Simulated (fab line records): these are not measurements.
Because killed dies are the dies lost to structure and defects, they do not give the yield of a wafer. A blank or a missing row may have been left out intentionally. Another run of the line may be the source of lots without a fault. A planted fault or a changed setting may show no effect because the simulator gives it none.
Which of the tools did it? | flow n5_finfet | 12 lots with 36 wafers sampled at 6 steps, on a route of 1938 steps

== WHAT THE GAUGES READ, wafer by wafer ==
N5_BEOL_M10_CD_MEAS_18: pitch 140 nm, target cd 70 nm.
lot  | measured     | on        | cd_nm (nm)
L074 | day 10 08:55 | cd_sem-02 | 68.5 68.6 68.6
L075 | day 10 20:02 | cd_sem-02 | 68.4 69.9 69.5
L079 | day 11 08:49 | cd_sem-01 | 69.8 70.1 70.2
L082 | day 11 22:40 | cd_sem-01 | 70.0 69.6 69.3
L080 | day 12 05:11 | cd_sem-02 | 69.4 69.3 69.0
L085 | day 12 21:25 | cd_sem-01 | 70.3 70.4 70.2
L087 | day 13 17:14 | cd_sem-03 | 69.7 70.3 69.0
L090 | day 14 00:15 | cd_sem-03 | 70.5 69.8 70.0
L089 | day 14 11:38 | cd_sem-01 | 69.8 69.1 69.6
L094 | day 14 19:38 | cd_sem-03 | 69.3 69.7 68.6
L095 | day 15 09:32 | cd_sem-02 | 68.5 68.4 69.4
L097 | day 16 05:01 | cd_sem-03 | 69.0 68.6 68.1

== WHAT TOOL EACH LOT RAN ON (gives the tool, then ch and the chambers of the sampled wafers, and finally the start) ==
lot  | N5_BEOL_M9_STRIP_67                | N5_BEOL_M9_STRIP_36                | N5_BEOL_M9_DEGAS_44          | N5_BEOL_M9_ALD_74                   | N5_BEOL_M10_ILD_DEP_00
L074 | rie_diel-01 ch 0,1,2, day 9 20:29  | rie_diel-01 ch 1,2,3, day 9 21:45  | pvd_sputter-03, day 9 22:28  | ald_metal-03 ch 0,1,3, day 9 22:35  | pecvd-01 ch 0,2, day 10 03:57
L075 | rie_diel-01 ch 1,3, day 10 11:14   | rie_diel-03 ch 0,1, day 10 12:48   | pvd_sputter-03, day 10 13:34 | ald_metal-04 ch 1,2,3, day 10 13:40 | pecvd-04 ch 0,1, day 10 15:40
L079 | rie_diel-01 ch 0,2, day 11 00:53   | rie_diel-01 ch 1,3, day 11 03:17   | pvd_sputter-03, day 11 04:02 | ald_metal-02 ch 0,1,3, day 11 04:08 | pecvd-01 ch 0,1,2, day 11 06:22
L082 | rie_diel-03 ch 0,2,3, day 11 11:34 | rie_diel-06 ch 1,2, day 11 14:48   | pvd_sputter-02, day 11 15:34 | ald_metal-03 ch 0,1,3, day 11 15:40 | pecvd-04 ch 0,1,2, day 11 18:59
L080 | rie_diel-06 ch 1,2,3, day 11 22:05 | rie_diel-01 ch 1,2,3, day 11 23:30 | pvd_sputter-02, day 12 00:22 | ald_metal-03 ch 0,1,2, day 12 00:31 | pecvd-02 ch 0,1, day 12 02:52
L085 | rie_diel-01 ch 1,2,3, day 12 13:52 | rie_diel-01 ch 0,1,3, day 12 14:52 | pvd_sputter-03, day 12 17:32 | ald_metal-03 ch 0,2,3, day 12 17:38 | pecvd-01 ch 0,2, day 12 19:11
L087 | rie_diel-03 ch 1,2,3, day 13 09:23 | rie_diel-03 ch 1,2,3, day 13 10:17 | pvd_sputter-02, day 13 11:27 | ald_metal-02 ch 0,1, day 13 11:38   | pecvd-01 ch 0,1, day 13 14:43
L090 | rie_diel-03 ch 0,1,3, day 13 16:55 | rie_diel-03 ch 0,2,3, day 13 18:16 | pvd_sputter-02, day 13 19:34 | ald_metal-04 ch 0,1,2, day 13 19:40 | pecvd-04 ch 0,1, day 13 21:20
L089 | rie_diel-03 ch 0,2,3, day 14 03:32 | rie_diel-03 ch 2,3, day 14 04:43   | pvd_sputter-03, day 14 06:10 | ald_metal-03 ch 0,1,3, day 14 06:16 | pecvd-04 ch 1,2, day 14 08:05
L094 | rie_diel-06 ch 0,1,3, day 14 11:14 | rie_diel-06 ch 0,1,3, day 14 13:28 | pvd_sputter-03, day 14 14:52 | ald_metal-04 ch 0,1,3, day 14 14:58 | pecvd-01 ch 0,1, day 14 16:39
L095 | rie_diel-03 ch 0,2,3, day 14 22:49 | rie_diel-01 ch 1,2,3, day 15 03:18 | pvd_sputter-01, day 15 04:19 | ald_metal-03 ch 1,2,3, day 15 04:25 | pecvd-02 ch 1,2, day 15 06:14
L097 | rie_diel-03 ch 1,2, day 15 21:02   | rie_diel-03 ch 0,1, day 15 21:58   | pvd_sputter-02, day 15 22:57 | ald_metal-02 ch 0,1,2, day 15 23:04 | pecvd-02 ch 1,2, day 16 02:09
- N5_BEOL_M9_STRIP_67: strips in CF4.
- N5_BEOL_M9_STRIP_36: strips in N2/H2.
- N5_BEOL_M9_DEGAS_44: time 60 s.
- N5_BEOL_M9_ALD_74: deposits TaN, target thk 2 nm, pulse time 2 s, purge time 3 s.
- N5_BEOL_M10_ILD_DEP_00: deposits SiCOH lowk from DEMS/porogen, target thk 308.51 nm, time 58 s.

== THE ANSWER, worked out from the rows above alone ==
Rule: what is usual is taken from the lots themselves. Put in order of their means at a reading, lots are off if they are a third of the lots or fewer, leave a main group of 4 or more, and stand apart from it by a gap of 3 or more times the standard deviation of the main group's means; of several such gaps the widest counts. A main group whose means are all the same, to the digits that the tables above print for the reading, isn't used. Also off: a lot with no number at a reading for which 4 or more lots have one. The other lots that the step has rows for count as sound.
No lot is off on any of the readings shown, so nothing can be concluded from this.

== WHAT HAD BEEN PUT IN BY THE SIMULATOR ==
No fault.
